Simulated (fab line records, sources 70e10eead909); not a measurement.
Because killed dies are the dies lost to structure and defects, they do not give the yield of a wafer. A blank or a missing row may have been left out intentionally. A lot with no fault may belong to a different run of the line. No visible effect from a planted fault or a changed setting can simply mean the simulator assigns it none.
Struck lot and sound lot, side by side / flow nand harc / 14 steps out of a route of 1302
Sound: these wafers, L216.4, L216.5, L216.6. Wafers struck: L225.1, L225.2, L225.3. The cause comes at the end.
Order at every step that has rows: each side's tool, ch and its chambers, its first start. Under that, the readings that differ: sound wafers / struck wafers / difference of the means / sigmas: that difference in standard deviations of wafers without a fault.
alike: readings whose means differ by less than 2 such deviations, and words and numbers that are the same on both sides. not compared: withheld readings, readings that some wafer has no value for, bounds like >300 that may hide the same value, and numbers for which the record gives no deviation and whose values overlap.
A row with sigmas, a row that says differs or no value, or rows on one side alone: a step with any of these is where the two part. Numbers that have no deviation but don't overlap get no sigmas and don't part them. A reading missing from all wafers of one side parts the sides only when that side holds two or more wafers.

first, 1 step without rows for these wafers: NHARC_A_ONON_D1_DEP_03 (target thk 1000 nm).
NHARC_A_ONON_D1_THK_MEAS_05: measures by ellipsometry.
  sound on film metro-01 at day 7 22:46; struck on film metro-01 at day 12 01:19
reading=thk nm (nm); sound=977 977 976; struck=1008 1009 1009; difference=+32; sigmas=+3
following that, 1 step holds no rows for these wafers, namely NHARC_A_ONON_D1_DEP_06 (target thickness 1000 nm).
NHARC_A_ONON_D1_THK_MEAS_08: measures by ellipsometry.
  sound on film metro-02 at day 7 23:20; struck on film metro-02 at day 12 01:53
  alike: thk nm
following that, 1 step holds no rows for these wafers, namely NHARC_A_ONON_D1_DEP_09 (target thickness 1000 nm).
NHARC_A_ONON_D1_THK_MEAS_11: measures by ellipsometry.
  sound on film metro-01 at day 7 23:54; struck on film metro-01 at day 12 02:27
  alike: thk nm
following that, 1 step holds no rows for these wafers, namely NHARC_A_ONON_D1_DEP_12 (target thickness 1000 nm).
NHARC_A_ONON_D1_THK_MEAS_14: measures by ellipsometry.
  sound on film metro-01 at day 8 00:28; struck on film metro-02 at day 12 03:01
  alike: thk nm
then, 2 steps without rows for these wafers: NHARC_A_ONON_D1_ANNEAL_15 (time 3600 s); NHARC_A_ONON_D1_DEP_16 (target thk 1000 nm).
NHARC_A_ONON_D1_THK_MEAS_18: measures by ellipsometry.
  sound on film metro-01 at day 8 08:29; struck on film metro-02 at day 12 10:52
reading=thk nm (nm); sound=1017 1016 1015; struck=989 992 991; difference=-25; sigmas=-2
NHARC_A_ONON_D1_DEP_19: target thk 1000 nm.
  sound on pecvd onon-02 ch 0, day 8 08:43; struck on pecvd onon-02 ch 0, day 12 10:56
NHARC_A_ONON_D1_THK_MEAS_21: measures by ellipsometry.
  sound on film metro-01 at day 8 09:05; struck on film metro-02 at day 12 11:26
reading=thk nm (nm); sound=1001 1001 1001; struck=970 971 970; difference=-31; sigmas=-4
following that, 1 step holds no rows for these wafers, namely NHARC_A_ONON_D1_DEP_22 (target thickness 1000 nm).

## WHERE THEY PART
Earliest at NHARC_A_ONON_D1_THK_MEAS_05; latest, in this record, at NHARC_A_ONON_D1_THK_MEAS_21.

WHY: the cause the simulator had injected
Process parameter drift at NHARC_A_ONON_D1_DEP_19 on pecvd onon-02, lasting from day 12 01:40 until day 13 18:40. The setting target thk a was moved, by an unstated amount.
